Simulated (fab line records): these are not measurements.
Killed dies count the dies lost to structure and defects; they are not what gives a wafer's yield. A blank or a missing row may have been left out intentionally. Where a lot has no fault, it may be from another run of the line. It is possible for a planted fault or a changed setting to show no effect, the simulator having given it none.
Tool commonality check    flow n5Finfet    Sample size 8 lots and 22 wafers

## WHAT PROMPTED THE OPENING
On 2 of the 8 lots, a flag is raised at N5_BEOL_M0_SAQP_INSPECT_16 on the reading rawDefectCount. Wafers without a fault read 488, standard deviation 110.
Rule: a lot is flagged in two cases, either no wafer of it has a number, or all its wafers with numbers fall more than 4 standard deviations from that mean. All remaining lots are regarded as sound.

lot   measured      on                rawDefectCount, wafer by wafer  flag
L107  day 6 11:18   defectInspect-02  700 474 510                     
L108  day 6 18:24   defectInspect-02  435 262 582                     
L109  day 7 02:32   defectInspect-02  608 486                         
L120  day 9 16:53   defectInspect-02  483 742 646                     
L122  day 10 02:28  defectInspect-02  1677 1773 1641                  FLAGGED
L124  day 10 23:41  defectInspect-01  1927 2067 1929                  FLAGGED
L125  day 11 01:16  defectInspect-01  452 716 442                     
L126  day 11 06:52  defectInspect-02  632 501                         
Average over the flagged lots: 1836; offset from the usual +1348, equal to +12 standard deviations.

## LOT BY LOT: THE TOOL USED
Before the reading, the record contains 4 process steps out of a 1938-step route. Read each cell as the tool, then ch plus the chambers that the sampled wafers visited, then the start.
lot   flag     N5_MOL_CONTACT_COAG_ETCH_124       N5_MOL_CONTACT_COAG_CMP_52     N5_BEOL_M0_SAQP_PECVD_00        N5_BEOL_M0_SAQP_PECVD_03
L107           rieDiel-02 ch 0,2,3, day 6 03:38   cmp-03 ch 2,3, day 6 04:26     pecvd-03 ch 0,1,2, day 6 08:07  pecvd-04 ch 0,1, day 6 10:33
L108           rieDiel-04 ch 2,3, day 6 12:14     cmp-04 ch 1,3, day 6 13:07     pecvd-02 ch 0,1,2, day 6 16:47  pecvd-04 ch 0,1,2, day 6 17:47
L109           rieDiel-04 ch 0,3, day 6 20:48     cmp-01 ch 1,2, day 6 21:43     pecvd-03 ch 0,2, day 7 01:15    pecvd-02 ch 0,1, day 7 01:48
L120           rieDiel-02 ch 0,1,3, day 9 09:44   cmp-04 ch 0,3, day 9 10:38     pecvd-02 ch 0,1, day 9 14:29    pecvd-03 ch 1,2, day 9 16:07
L122  FLAGGED  rieDiel-03 ch 0,3, day 9 19:20     cmp-01 ch 1,2, day 9 20:07     pecvd-03 ch 0,1,2, day 9 23:49  pecvd-04 ch 0,1, day 10 01:43
L124  FLAGGED  rieDiel-04 ch 0,1,3, day 10 12:44  cmp-03 ch 0,3, day 10 14:06    pecvd-02 ch 0,2, day 10 20:32   pecvd-04 ch 0,1, day 10 22:55
L125           rieDiel-02 ch 1,3, day 10 19:22    cmp-03 ch 0,1,3, day 10 20:08  pecvd-02 ch 0,1, day 10 23:49   pecvd-03 ch 1,2, day 11 00:31
L126           rieDiel-02 ch 2,3, day 11 00:19    cmp-03 ch 1,2, day 11 01:10    pecvd-02 ch 0, day 11 04:47     pecvd-03 ch 1,2, day 11 06:07
What the steps here do:
- N5_MOL_CONTACT_COAG_ETCH_124: etches SiNx in CH3F/O2, stops on SiOC, target depth 6.5 nm.
- N5_MOL_CONTACT_COAG_CMP_52: polishes, stops on SiO2, t overpolish 1.5 s, target thk 66.5 nm.
- N5_BEOL_M0_SAQP_PECVD_00: deposits SiCN from 3MS/NH3, target thk 8 nm, time 14 s.
- N5_BEOL_M0_SAQP_PECVD_03: deposits SiCN from 3MS/NH3, target thk 12 nm, time 21.1 s.
- N5_BEOL_M0_SAQP_INSPECT_16: inspects for defects (brightfield).

## FLAGGED OVER TOTAL, TOOL BY TOOL (the gauges that took the reading come last)
step                          tool              lots run  flagged  share of the flagged lots  sound lots run after its first flagged lot
N5_MOL_CONTACT_COAG_ETCH_124  rieDiel-02        4         0        none                       -
N5_MOL_CONTACT_COAG_ETCH_124  rieDiel-03        1         1        some                       0
N5_MOL_CONTACT_COAG_ETCH_124  rieDiel-04        3         1        some                       0
N5_MOL_CONTACT_COAG_CMP_52    cmp-01            2         1        some                       0
N5_MOL_CONTACT_COAG_CMP_52    cmp-03            4         1        some                       2 (L125,L126)
N5_MOL_CONTACT_COAG_CMP_52    cmp-04            2         0        none                       -
N5_BEOL_M0_SAQP_PECVD_00      pecvd-02          5         1        some                       2 (L125,L126)
N5_BEOL_M0_SAQP_PECVD_00      pecvd-03          3         1        some                       0
N5_BEOL_M0_SAQP_PECVD_03      pecvd-02          1         0        none                       -
N5_BEOL_M0_SAQP_PECVD_03      pecvd-03          3         0        none                       -
N5_BEOL_M0_SAQP_PECVD_03      pecvd-04          4         2        all                        0
N5_BEOL_M0_SAQP_INSPECT_16    defectInspect-01  2         1        some                       1 (L125)
N5_BEOL_M0_SAQP_INSPECT_16    defectInspect-02  6         1        some                       1 (L126)

## THE TABLE: WHAT IT ALLOWS
Rows of the table that ran each flagged lot: 1, that is pecvd-04 at N5_BEOL_M0_SAQP_PECVD_03.
- pecvd-04 at N5_BEOL_M0_SAQP_PECVD_03 ran 4 lots, 2 of them flagged. A fault beginning between L108 (day 6 17:47), its last sound lot, and L122 (day 10 01:43), its first flagged one, fits the data.
Left over: one tool, pecvd-04 at N5_BEOL_M0_SAQP_PECVD_03.

## WHAT THE SIMULATOR HAD INSERTED
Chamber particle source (pecvd-04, N5_BEOL_M0_SAQP_PECVD_03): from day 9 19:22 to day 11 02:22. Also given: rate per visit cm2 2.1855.
Struck lots among those shown: L122, L124. The rule given above showed the same thing.
